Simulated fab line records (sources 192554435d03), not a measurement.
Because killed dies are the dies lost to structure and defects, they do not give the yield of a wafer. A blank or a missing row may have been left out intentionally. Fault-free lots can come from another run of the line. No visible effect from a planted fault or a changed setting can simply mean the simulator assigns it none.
fab line records || flow n5Finfet
record {"lots": 4, "wafers": 11, "lastDay": 17}
route steps=1938 shown BEOL_M12@1647 BEOL_M13@1659 PASSIVATION@1936
lots with no fault: from the same line, run without faults
startH: hours from the record's first day to the start of the lot's first wafer shown || waitH: hours elapsed since this lot's preceding step || " the same as in the row above || L1.1+2: one row covering several wafers at once || - value missing, or start not given || * or withheld: withheld || < > ~ a bound
route shown NAME@n: names a module that has steps shown in the file, with the first one's number in the route || usual: the fault-free wafers' mean and standard deviation || same: alike in all rows || chamber/n: place in a boat || sites: each site's reading || _std_site: their standard deviation || _edge_site: inner sites' mean taken away from outer sites' mean || radiusMm: for every site, how far away it sits from the centre of the wafer || mask NAME#n: copy n || behind: the last tool/chamber to shape the wafer || hold: cause of the lot's hold/its duration in hours/its outcome || device: names the non-switching transistor (n, p or np) || end of line: the route-end tests of the same wafers || a step without rows: its recipe alone || killed: dies lost to structure and defects at the first sort, not the wafer's yield || map: dies across one wafer; x = killed, . = not, _ = none there
set.NAME: the run value of the setting; set.NAME@STEP: its run value at that earlier step || model.NAME: the simulator's own value behind a step, which no gauge read
certain route steps with their lots: each step a table, each wafer a row
services: from which hour (startH, from the record's first day; less than 0 if before it) a tool's chamber was out of use, for how many hours, and why
## steps
# step N5_BEOL_M12_PRE_CLEAN_42
# recipe {"gas": "H2/He", "timeS": 30, "tempC": 250}
# step N5_BEOL_M12_SPUTTER_43
# recipe {"material": "TaN", "targetThkA": 150, "tempC": 50, "biasV": 168.6, "powerW": 15000, "chamberPressurePa": 0.12, "timeS": 24.19}
# step N5_BEOL_M12_SPUTTER_44
# recipe {"material": "Ta", "targetThkA": 100, "tempC": 50, "biasV": 80, "powerW": 15000, "chamberPressurePa": 0.07, "timeS": 16.13}
# step N5_BEOL_M12_SPUTTER_45
# recipe {"material": "Cu", "targetThkA": 800, "tempC": -20, "biasV": 60, "powerW": 26000, "chamberPressurePa": 0.13, "timeS": 13.33}
# step N5_BEOL_M12_ECD_47
# recipe {"material": "Cu", "targetThkA": 7200}
# step N5_BEOL_M12_ANNEAL_48
# recipe {"tempC": 225, "timeS": 90, "ambient": "N2"}
# step N5_BEOL_M12_CMP_49
# recipe {"stopOn": "SiOC", "tOverpolishS": 20.6, "downForcePsi": 1, "platenRpm": 50, "clearingPlatenDownForcePsi": 1.5, "clearingPlatenRpm": 50, "postCmpClean": "cuAlkaline", "targetThkNm": 320, "clearingPlatenPadVelocityMS": 0.99484, "padVelocityMS": 0.99484}
# step N5_BEOL_M12_PRE_CLEAN_52
# recipe {"gas": "NH3", "timeS": 15, "tempC": "withheld", "rfPowerW": 300}
# step N5_BEOL_M12_DEP_53
# recipe {"material": "SiCN", "targetThkA": 300, "tempC": "withheld", "precursor": "3MS/NH3", "pressureTorr": 3, "rfW": 675, "timeS": 10.5}
# step N5_BEOL_M13_ILD_DEP_00
# recipe {"material": "SiOC", "targetThkA": 8379.2, "tempC": 350, "precursor": "DEMS/O2", "pressureTorr": 5, "rfW": 500, "timeS": 166.4}
# usual {"heaterPowerW": "478/47", "rfFwdPowerW": "497.7/1.5", "showerheadPlenumPTorr": "5.694/0.015", "susceptorTempC": "350.03/0.21", "throttleValvePct": "11.6/0.56"}
{"lot.wafer": "L362.1", "tool": "pecvd-03", "chamber": 2, "startH": 276.87, "waitH": 0.0, "heaterPowerW": 471, "rfFwdPowerW": 500.1, "showerheadPlenumPTorr": 5.687, "sinceWetCleanH": 45, "susceptorTempC": 349.90, "throttleValvePct": 10.8, "model.SiOC_of_BEOL_M13_ILD_DEP_00.thkNm": 849.4}
{"lot.wafer": "L362.5", "tool": "pecvd-03", "chamber": 0, "startH": 276.87, "waitH": 0.0, "heaterPowerW": 543, "rfFwdPowerW": 497.4, "showerheadPlenumPTorr": 5.714, "sinceWetCleanH": "-", "susceptorTempC": 350.14, "throttleValvePct": 11.7, "model.SiOC_of_BEOL_M13_ILD_DEP_00.thkNm": 845.8}
{"lot.wafer": "L362.6", "tool": "pecvd-03", "chamber": 1, "startH": 276.87, "waitH": 0.0, "heaterPowerW": 473, "rfFwdPowerW": 498.3, "showerheadPlenumPTorr": 5.687, "sinceWetCleanH": "-", "susceptorTempC": 350.46, "throttleValvePct": 11.1, "model.SiOC_of_BEOL_M13_ILD_DEP_00.thkNm": 836.4}
{"lot.wafer": "L370.3", "tool": "pecvd-03", "chamber": 0, "startH": 327.95, "waitH": 0.0, "heaterPowerW": 512, "rfFwdPowerW": 498.8, "showerheadPlenumPTorr": 5.705, "sinceWetCleanH": 851, "susceptorTempC": 363.35, "throttleValvePct": 11.9, "model.SiOC_of_BEOL_M13_ILD_DEP_00.thkNm": 784.4}
{"lot.wafer": "L370.4", "tool": "pecvd-03", "chamber": 1, "startH": 327.95, "waitH": 0.0, "heaterPowerW": 565, "rfFwdPowerW": 494.1, "showerheadPlenumPTorr": 5.720, "sinceWetCleanH": "-", "susceptorTempC": 363.08, "throttleValvePct": 11.3, "model.SiOC_of_BEOL_M13_ILD_DEP_00.thkNm": 812.4}
{"lot.wafer": "L370.6", "tool": "pecvd-03", "chamber": 2, "startH": 327.95, "waitH": 0.0, "heaterPowerW": 549, "rfFwdPowerW": 498.8, "showerheadPlenumPTorr": 5.704, "sinceWetCleanH": "-", "susceptorTempC": 363.23, "throttleValvePct": 11.0, "model.SiOC_of_BEOL_M13_ILD_DEP_00.thkNm": 816}
{"lot.wafer": "L371.1", "tool": "pecvd-03", "chamber": 2, "startH": 343.09, "waitH": 0.0, "heaterPowerW": 546, "rfFwdPowerW": 494.7, "showerheadPlenumPTorr": 5.712, "sinceWetCleanH": 111, "susceptorTempC": 363.05, "throttleValvePct": 11.2, "model.SiOC_of_BEOL_M13_ILD_DEP_00.thkNm": 807.4}
{"lot.wafer": "L371.3", "tool": "pecvd-03", "chamber": 0, "startH": 343.09, "waitH": 0.0, "heaterPowerW": 540, "rfFwdPowerW": 499.6, "showerheadPlenumPTorr": 5.722, "sinceWetCleanH": 866, "susceptorTempC": 363.37, "throttleValvePct": 12.1, "model.SiOC_of_BEOL_M13_ILD_DEP_00.thkNm": 801.4}
{"lot.wafer": "L371.4", "tool": "pecvd-03", "chamber": 2, "startH": 343.09, "waitH": 0.0, "heaterPowerW": 568, "rfFwdPowerW": 495.5, "showerheadPlenumPTorr": 5.700, "sinceWetCleanH": "-", "susceptorTempC": 362.87, "throttleValvePct": 11.5, "model.SiOC_of_BEOL_M13_ILD_DEP_00.thkNm": 830.6}
{"lot.wafer": "L377.1", "tool": "pecvd-04", "chamber": 1, "startH": 359.81, "waitH": 0.0, "heaterPowerW": 426, "rfFwdPowerW": 497.1, "showerheadPlenumPTorr": 5.670, "sinceWetCleanH": 1789, "susceptorTempC": 350.45, "throttleValvePct": 11.2, "model.SiOC_of_BEOL_M13_ILD_DEP_00.thkNm": 835.4}
{"lot.wafer": "L377.2", "tool": "pecvd-04", "chamber": 0, "startH": 359.81, "waitH": 0.0, "heaterPowerW": 386, "rfFwdPowerW": 496.7, "showerheadPlenumPTorr": 5.682, "sinceWetCleanH": 1064, "susceptorTempC": 350.36, "throttleValvePct": 11.3, "model.SiOC_of_BEOL_M13_ILD_DEP_00.thkNm": 836.2}
# step N5_BEOL_M13_COAT_58
# recipe {"resist": "BARC", "tempC": 205, "timeS": 60, "spinRpm": 1500, "resistThkNm": 89}
# step N5_BEOL_M13_COAT_04
# recipe {"spinRpm": 1625, "resistThkNm": 400}
# step N5_BEOL_M13_EBR_06
# recipe {"solvent": "PGMEA", "ebrWidthMm": 1.5}
# step N5_BEOL_M13_SOFTBAKE_05
# recipe {"tempC": 130, "timeS": 60}
# step N5_BEOL_M13_EXPOSE_07
# recipe {"maskId": "V12", "na": 0.93, "sourceShape": "conventional", "sigmaOuter": 0.6, "polarization": "unpolarized", "attpsmPhaseDeg": 180, "doseMj": 24.8}
# step N5_BEOL_M13_PEB_08
# recipe {"pebTempC": 130, "pebTimeS": 90}
# step N5_BEOL_M13_DEVELOP_09
# recipe {"developTimeS": 45, "rinseLiquid": "diw", "dry": "airSpin", "devTempC": 21}
# step N5_BEOL_M13_HARDBAKE_14
# recipe {"tempC": 130, "timeS": 120}
# step N5_BEOL_M13_DESCUM_15
# recipe {"chemistry": "O2", "timeS": 7.9, "sourcePowerW": 50, "biasPowerW": 20, "pressureMtorr": 20, "rfFrequencyHz": 2.712e+07, "tempC": 40, "o2FlowSccm": 225}
# step N5_BEOL_M13_ETCH_59
# recipe {"chemistry": "N2/H2", "target": "BARC", "targetDepthA": 890, "overetchA": 267, "timeS": 67.9, "ionEnergyEv": 200, "pressureMtorr": 30, "sourceW": 840, "biasW": 150, "n2FlowSccm": 200, "h2FlowSccm": 200}
# step N5_BEOL_M13_VIA_ETCH_16
# recipe {"chemistry": "C4F8/O2/Ar", "target": "SiOC", "pressureMtorr": 30, "sourceW": 3000, "biasW": 700, "Ar_flow_sccm": 400, "C4F8_flow_sccm": 15, "O2_flow_sccm": 8, "heInnerTorr": 15, "heOuterTorr": 30, "targetDepthA": 9217, "timeS": "withheld", "ionEnergyEv": 250, "ends": "cleared"}
# usual {"C4F8_flow_sccm": "15.00/0.042", "drypumpMotorCurrentA": "5.8/0.48", "heInnerTorr": "15.00/0.033", "heOuterTorr": "30.01/0.057", "oesProductAu": "0.69/0.093", "rfFwdPowerW": "2991/9.4", "rfVppV": "666.2/2.8", "showerheadPlenumPTorr": "3.46/0.093", "throttleValvePct": "24.25/0.23"}
{"lot.wafer": "L362.1", "tool": "rieDiel-06", "chamber": 0, "startH": 277.87, "waitH": 0.0, "C4F8_flow_sccm": 15.05, "drypumpMotorCurrentA": 5.7, "heInnerTorr": 14.98, "heOuterTorr": 29.93, "oesProductAu": 0.61, "rfFwdPowerW": 2988, "rfVppV": 667.7, "showerheadPlenumPTorr": 3.46, "throttleValvePct": 23.84, "model.etch.depthNm": 849.4, "model.coat_of_BEOL_M13_COAT_04.thkNm": 69}
{"lot.wafer": "L362.5", "tool": "rieDiel-06", "chamber": 2, "startH": 277.87, "waitH": 0.0, "C4F8_flow_sccm": 14.96, "drypumpMotorCurrentA": 6.8, "heInnerTorr": 15.01, "heOuterTorr": 29.99, "oesProductAu": 0.68, "rfFwdPowerW": 3004, "rfVppV": 661.9, "showerheadPlenumPTorr": 3.31, "throttleValvePct": 24.37, "model.etch.depthNm": 845.9, "model.coat_of_BEOL_M13_COAT_04.thkNm": 69.2}
{"lot.wafer": "L362.6", "tool": "rieDiel-06", "chamber": 3, "startH": 277.87, "waitH": 0.0, "C4F8_flow_sccm": 15.00, "drypumpMotorCurrentA": 5.2, "heInnerTorr": 14.95, "heOuterTorr": 29.97, "oesProductAu": 0.64, "rfFwdPowerW": 2978, "rfVppV": 661.1, "showerheadPlenumPTorr": 3.25, "throttleValvePct": 24.28, "model.etch.depthNm": 836.4, "model.coat_of_BEOL_M13_COAT_04.thkNm": 72}
{"lot.wafer": "L370.3", "tool": "rieDiel-03", "chamber": 1, "startH": 328.74, "waitH": 0.0, "C4F8_flow_sccm": 15.00, "drypumpMotorCurrentA": 6.4, "heInnerTorr": 14.99, "heOuterTorr": 29.93, "oesProductAu": 0.87, "rfFwdPowerW": 3005, "rfVppV": 667.8, "showerheadPlenumPTorr": 3.51, "throttleValvePct": 24.14, "model.etch.depthNm": 784.5, "model.coat_of_BEOL_M13_COAT_04.thkNm": 88.2}
{"lot.wafer": "L370.4", "tool": "rieDiel-03", "chamber": 0, "startH": 328.74, "waitH": 0.0, "C4F8_flow_sccm": 15.00, "drypumpMotorCurrentA": 5.9, "heInnerTorr": 15.02, "heOuterTorr": 29.93, "oesProductAu": 0.61, "rfFwdPowerW": 2980, "rfVppV": 667.4, "showerheadPlenumPTorr": 3.53, "throttleValvePct": 24.36, "model.etch.depthNm": 812.4, "model.coat_of_BEOL_M13_COAT_04.thkNm": 82.2}
{"lot.wafer": "L370.6", "tool": "rieDiel-03", "chamber": 0, "startH": 328.74, "waitH": 0.0, "C4F8_flow_sccm": 14.99, "drypumpMotorCurrentA": 5.9, "heInnerTorr": 14.98, "heOuterTorr": 29.98, "oesProductAu": 0.61, "rfFwdPowerW": 2981, "rfVppV": 667.8, "showerheadPlenumPTorr": 3.53, "throttleValvePct": 24.37, "model.etch.depthNm": 815.9, "model.coat_of_BEOL_M13_COAT_04.thkNm": 81.4}
{"lot.wafer": "L371.1", "tool": "rieDiel-05", "chamber": 1, "startH": 343.84, "waitH": 0.0, "C4F8_flow_sccm": 14.97, "drypumpMotorCurrentA": 5.1, "heInnerTorr": 15.03, "heOuterTorr": 29.99, "oesProductAu": 0.61, "rfFwdPowerW": 2981, "rfVppV": 667.5, "showerheadPlenumPTorr": 3.53, "throttleValvePct": 24.47, "model.etch.depthNm": 807.4, "model.coat_of_BEOL_M13_COAT_04.thkNm": 82.4}
{"lot.wafer": "L371.3", "tool": "rieDiel-05", "chamber": 2, "startH": 343.84, "waitH": 0.0, "C4F8_flow_sccm": 15.01, "drypumpMotorCurrentA": 6.4, "heInnerTorr": 15.00, "heOuterTorr": 30.08, "oesProductAu": 0.64, "rfFwdPowerW": 2975, "rfVppV": 666.6, "showerheadPlenumPTorr": 3.51, "throttleValvePct": 24.16, "model.etch.depthNm": 801.5, "model.coat_of_BEOL_M13_COAT_04.thkNm": 85.2}
{"lot.wafer": "L371.4", "tool": "rieDiel-05", "chamber": 3, "startH": 343.84, "waitH": 0.0, "C4F8_flow_sccm": 14.99, "drypumpMotorCurrentA": 6.0, "heInnerTorr": 15.01, "heOuterTorr": 29.94, "oesProductAu": 0.81, "rfFwdPowerW": 3005, "rfVppV": 665.3, "showerheadPlenumPTorr": 3.40, "throttleValvePct": 24.26, "model.etch.depthNm": 830.6, "model.coat_of_BEOL_M13_COAT_04.thkNm": 72}
{"lot.wafer": "L377.1", "tool": "rieDiel-03", "chamber": 1, "startH": 360.44, "waitH": 0.0, "C4F8_flow_sccm": 14.88, "drypumpMotorCurrentA": 6.4, "heInnerTorr": 14.97, "heOuterTorr": 30.14, "oesProductAu": 0.82, "rfFwdPowerW": 2986, "rfVppV": 667.7, "showerheadPlenumPTorr": 3.50, "throttleValvePct": 24.14, "model.etch.depthNm": 835.4, "model.coat_of_BEOL_M13_COAT_04.thkNm": 70.6}
{"lot.wafer": "L377.2", "tool": "rieDiel-03", "chamber": 3, "startH": 360.44, "waitH": 0.0, "C4F8_flow_sccm": 15.01, "drypumpMotorCurrentA": 5.9, "heInnerTorr": 15.04, "heOuterTorr": 29.99, "oesProductAu": 0.83, "rfFwdPowerW": 2995, "rfVppV": 666.3, "showerheadPlenumPTorr": 3.50, "throttleValvePct": 24.40, "model.etch.depthNm": 836.2, "model.coat_of_BEOL_M13_COAT_04.thkNm": 69.6}
# step N5_BEOL_M13_STRIP_63
# recipe {"chemistry": "N2/H2", "powerW": 1000, "tempC": 250, "h2Frac": 0.65, "overashFraction": 0.3, "pressureMtorr": 1000, "n2FlowSccm": 1750, "h2FlowSccm": 3250}
# step N5_BEOL_M13_STRIP_64
# recipe {"chemistry": "N2/H2", "powerW": 1000, "tempC": 250, "h2Frac": 0.65, "overashFraction": 0.3, "pressureMtorr": "withheld", "n2FlowSccm": 1750, "h2FlowSccm": 3250}
# step N5_BEOL_M13_STRIP_71
# recipe {"chemistry": "postEtchResidueRemover", "timeS": 60, "tempC": 25, "removerPh": "withheld", "removerWaterWtPct": "withheld", "removerFluorideWtPct": "withheld"}
# step N5_BEOL_M13_SRD_72
# recipe {"timeS": 30, "tempC": 23, "rinseLiquid": "diw", "dry": "n2Spin", "spinRpm": 1500, "dryTimeS": 30}
# step N5_BEOL_M13_COAT_65
# recipe {"resist": "SOC", "tempC": 250, "timeS": 60, "spinRpm": 1500, "resistThkNm": 350}
# step N5_BEOL_M13_COAT_66
# recipe {"resist": "SiARC", "tempC": 220, "timeS": 60, "spinRpm": 1500, "resistThkNm": 110}
# step N5_BEOL_M13_COAT_22
# recipe {"spinRpm": 2888, "resistThkNm": 300}
# step N5_BEOL_M13_EBR_24
# recipe {"solvent": "PGMEA", "ebrWidthMm": 1.5}
# step N5_BEOL_M13_SOFTBAKE_23
# recipe {"tempC": 130, "timeS": 60}
# step N5_BEOL_M13_EXPOSE_25
# recipe {"maskId": "M13", "na": 0.93, "sourceShape": "conventional", "sigmaOuter": 0.4, "polarization": "unpolarized", "targetCdNm": 210, "doseMj": 22}
# step N5_BEOL_M13_PEB_26
# recipe {"pebTempC": 130, "pebTimeS": 90}
# step N5_BEOL_M13_DEVELOP_27
# recipe {"developTimeS": 45, "rinseLiquid": "diw", "dry": "airSpin", "devTempC": 21}
# step N5_BEOL_M13_HARDBAKE_32
# recipe {"tempC": 130, "timeS": 120}
# step N5_BEOL_M13_CMP_49
# recipe {"stopOn": "SiOC", "tOverpolishS": 17.1, "downForcePsi": 1, "platenRpm": 50, "clearingPlatenDownForcePsi": 1.5, "clearingPlatenRpm": 50, "postCmpClean": "cuAlkaline", "targetThkNm": 420, "clearingPlatenPadVelocityMS": 0.99484, "padVelocityMS": 0.99484}
# usual {"barrierFieldEndpointS": "30.3/0.89", "motorCurrentA": "6.2/0.78", "overpolishRunS": "17.100/0.009"}
{"lot.wafer": "L362.1", "tool": "cmp-02", "chamber": 3, "startH": 281.17, "waitH": 0.4, "barrierFieldEndpointS": 29.1, "motorCurrentA": 6.3, "overpolishRunS": 17.093, "model.SiOC_of_BEOL_M13_ILD_DEP_00.thkNm": 791.8}
{"lot.wafer": "L362.5", "tool": "cmp-02", "chamber": 0, "startH": 281.17, "waitH": 0.4, "barrierFieldEndpointS": 29.8, "motorCurrentA": 6.5, "overpolishRunS": 17.090, "model.SiOC_of_BEOL_M13_ILD_DEP_00.thkNm": 787.8}
{"lot.wafer": "L362.6", "tool": "cmp-02", "chamber": 1, "startH": 281.17, "waitH": 0.4, "barrierFieldEndpointS": 29.7, "motorCurrentA": 6.5, "overpolishRunS": 17.087, "model.SiOC_of_BEOL_M13_ILD_DEP_00.thkNm": 774.2}
{"lot.wafer": "L370.3", "tool": "cmp-02", "chamber": 0, "startH": 332.87, "waitH": 0.2, "barrierFieldEndpointS": 29.7, "motorCurrentA": 6.3, "overpolishRunS": 17.089, "model.SiOC_of_BEOL_M13_ILD_DEP_00.thkNm": 726.2}
{"lot.wafer": "L370.4", "tool": "cmp-02", "chamber": 3, "startH": 332.87, "waitH": 0.2, "barrierFieldEndpointS": 30.7, "motorCurrentA": 6.2, "overpolishRunS": 17.094, "model.SiOC_of_BEOL_M13_ILD_DEP_00.thkNm": 753.8}
{"lot.wafer": "L370.6", "tool": "cmp-02", "chamber": 0, "startH": 332.87, "waitH": 0.2, "barrierFieldEndpointS": 29.8, "motorCurrentA": 6.7, "overpolishRunS": 17.084, "model.SiOC_of_BEOL_M13_ILD_DEP_00.thkNm": 757.8}
{"lot.wafer": "L371.4", "tool": "cmp-02", "chamber": 2, "startH": 350.95, "waitH": 0.1, "barrierFieldEndpointS": 29.4, "motorCurrentA": 5.0, "overpolishRunS": 17.108, "model.SiOC_of_BEOL_M13_ILD_DEP_00.thkNm": 772.8}
{"lot.wafer": "L371.3", "tool": "cmp-02", "chamber": 0, "startH": 350.95, "waitH": 0.1, "barrierFieldEndpointS": 28.9, "motorCurrentA": 6.5, "overpolishRunS": 17.106, "model.SiOC_of_BEOL_M13_ILD_DEP_00.thkNm": 746}
{"lot.wafer": "L371.1", "tool": "cmp-02", "chamber": 1, "startH": 350.95, "waitH": 0.1, "barrierFieldEndpointS": 29.9, "motorCurrentA": 6.4, "overpolishRunS": 17.110, "model.SiOC_of_BEOL_M13_ILD_DEP_00.thkNm": 749.8}
{"lot.wafer": "L377.2", "tool": "cmp-02", "chamber": 3, "startH": 366.59, "waitH": 0.2, "barrierFieldEndpointS": 28.8, "motorCurrentA": 5.9, "overpolishRunS": 17.080, "model.SiOC_of_BEOL_M13_ILD_DEP_00.thkNm": 777.6}
{"lot.wafer": "L377.1", "tool": "cmp-02", "chamber": 1, "startH": 366.59, "waitH": 0.2, "barrierFieldEndpointS": 30.5, "motorCurrentA": 6.4, "overpolishRunS": 17.101, "model.SiOC_of_BEOL_M13_ILD_DEP_00.thkNm": 776.2}
# step N5_PASSIVATION_PROBE_49
# usual {"defectLimitedYield": "91.5/1.5", "killed_at_M0_to_M3": "32/10", "killed_at_M4_up": "13/4.9", "killedAtContacts": "13/6.1", "killedAtFrontEnd": "38/11", "killedAtOther": "3/3.2", "killedDies": "101/18", "killedOpen": "66/13", "killedShort": "32/8.3", "sort_bin_5_function": "5.0/1", "sort_bin_6_memory": "3.2/0.74", "sortNPass": "1078/22", "sortYieldPct": "91.3/1.9"}
# same {"grossDies": 1180, "killedAtBackSide": 0, "sort_bin_4_leakage[%]": 0, "sort_bin_8_speed[%]": 0}
{"lot.wafer": "L377.1", "tool": "prober-02", "chamber": "-", "startH": 402.51, "waitH": 0.0, "defectLimitedYield[%]": 92.8, "killed_at_M0_to_M3": 19, "killed_at_M4_up": 18, "killedAtContacts": 6, "killedAtFrontEnd": 41, "killedAtOther": 1, "killedDies": 85, "killedOpen": 56, "killedShort": 28, "sort_bin_5_function[%]": 4.0, "sort_bin_6_memory[%]": 2.9, "sortNPass": 1095, "sortYieldPct[%]": 92.8}
{"lot.wafer": "L377.2", "tool": "prober-02", "chamber": "-", "startH": 402.56, "waitH": 0.1, "defectLimitedYield[%]": 90.9, "killed_at_M0_to_M3": 31, "killed_at_M4_up": 20, "killedAtContacts": 16, "killedAtFrontEnd": 36, "killedAtOther": 4, "killedDies": 107, "killedOpen": 74, "killedShort": 30, "sort_bin_5_function[%]": 5.2, "sort_bin_6_memory[%]": 3.9, "sortNPass": 1073, "sortYieldPct[%]": 90.9}
# killed by level:class
L377.1 FIN_SAQP:geometricParticle:open=10 FIN_SAQP:geometricParticle:short=7 STI_FIN_REVEAL:geometricParticle:open=6 MOL_CONTACT_COAG:geometricParticle:open=5 BEOL_M0_SAQP:geometricParticle:open=5 BEOL_M3:geometricParticle:open=5 BEOL_M4:geometricParticle:open=4 STARTING-WAFER:geometricParticle:open=4
L377.2 MOL_CONTACT_COAG:geometricParticle:open=16 FIN_SAQP:geometricParticle:open=10 BEOL_M4:geometricParticle:open=10 BEOL_M2:geometricParticle:open=9 BEOL_M0_SAQP:geometricParticle:open=8 FIN_SAQP:geometricParticle:short=7 BEOL_M0_SAQP:geometricParticle:short=6 BEOL_M4:geometricParticle:short=5
## services
{"tool": "rieDiel-05", "chamber": 3, "startH": 272.30, "hours": "-", "kind": "clean"}
{"tool": "rieDiel-05", "chamber": 3, "startH": 272.30, "hours": "-", "kind": "consumableReplace:focusRing"}
{"tool": "cmp-02", "chamber": "-", "startH": 273.72, "hours": 4.0, "kind": "pm"}
{"tool": "cmp-02", "chamber": "-", "startH": 277.72, "hours": "-", "kind": "consumableReplace:conditioner"}
{"tool": "cmp-02", "chamber": "-", "startH": 277.72, "hours": "-", "kind": "consumableReplace:pad"}
{"tool": "rieDiel-03", "chamber": 3, "startH": 279.83, "hours": "-", "kind": "clean"}
{"tool": "rieDiel-03", "chamber": 3, "startH": 279.83, "hours": "-", "kind": "consumableReplace:focusRing"}
{"tool": "rieDiel-03", "chamber": 3, "startH": 279.83, "hours": 23.5, "kind": "scheduledDown"}
{"tool": "rieDiel-03", "chamber": 3, "startH": 279.83, "hours": 23.5, "kind": "ventCycle"}
{"tool": "rieDiel-05", "chamber": 1, "startH": 282.09, "hours": 17.6, "kind": "repair"}
{"tool": "pecvd-03", "chamber": 2, "startH": 293.08, "hours": 6.2, "kind": "repair"}
{"tool": "rieDiel-05", "chamber": 2, "startH": 299.70, "hours": 4.2, "kind": "repair"}
{"tool": "rieDiel-05", "chamber": "-", "startH": 302.74, "hours": 1.0, "kind": "repair"}
{"tool": "rieDiel-03", "chamber": 1, "startH": 303.75, "hours": "-", "kind": "clean"}
{"tool": "rieDiel-03", "chamber": 1, "startH": 303.75, "hours": "-", "kind": "consumableReplace:focusRing"}
{"tool": "rieDiel-03", "chamber": 1, "startH": 303.75, "hours": 22.1, "kind": "scheduledDown"}
{"tool": "rieDiel-03", "chamber": 1, "startH": 303.75, "hours": 22.1, "kind": "ventCycle"}
{"tool": "pecvd-04", "chamber": "-", "startH": 308.81, "hours": 2.8, "kind": "pm"}
{"tool": "pecvd-04", "chamber": "-", "startH": 312.50, "hours": 1.0, "kind": "repair"}
{"tool": "rieDiel-06", "chamber": 1, "startH": 329.32, "hours": 4.8, "kind": "repair"}
{"tool": "pecvd-03", "chamber": 1, "startH": 331.08, "hours": 5.5, "kind": "scheduledDown"}
{"tool": "rieDiel-05", "chamber": 2, "startH": 346.06, "hours": 7.8, "kind": "repair"}
{"tool": "rieDiel-03", "chamber": 3, "startH": 352.59, "hours": 6.3, "kind": "repair"}
{"tool": "pecvd-03", "chamber": 2, "startH": 354.14, "hours": 3.8, "kind": "repair"}
## key
firstSign {"step": "N5_BEOL_M13_ILD_DEP_00", "reading": "susceptorTempC", "direction": "up", "sigmas": 64, "usual": "*", "struck": "*"}
effect {"step": "N5_BEOL_M13_ILD_DEP_00", "reading": "heaterPowerW", "direction": "up", "sigmas": 1.5, "usual": "*", "struck": "*"}
modelEffect {"step": "N5_BEOL_M13_ILD_DEP_00", "value": "SiOC_of_BEOL_M13_ILD_DEP_00.thkNm", "without": 834.9, "struck": 808.7}
modelEffect {"step": "N5_BEOL_M13_VIA_ETCH_16", "value": "etch.depthNm", "without": 834.9, "struck": 808.7}
modelEffect {"step": "N5_BEOL_M13_CMP_49", "value": "SiOC_of_BEOL_M13_ILD_DEP_00.thkNm", "without": 777.2, "struck": 751.1}
metAt N5_BEOL_M13_ILD_DEP_00
struckWafers L370.3,L370.4,L370.6,L371.1,L371.3,L371.4
onsetBetween 276.87 327.95
fault {"kind": "processParameterDrift", "tool": "pecvd-03", "chamber": "-", "onsetH": 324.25, "steps": "N5_BEOL_M13_ILD_DEP_00", "channel": "tempC", "offset": "*", "shape": "step", "endH": 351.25, "actsIn": "*", "stated": "*"}
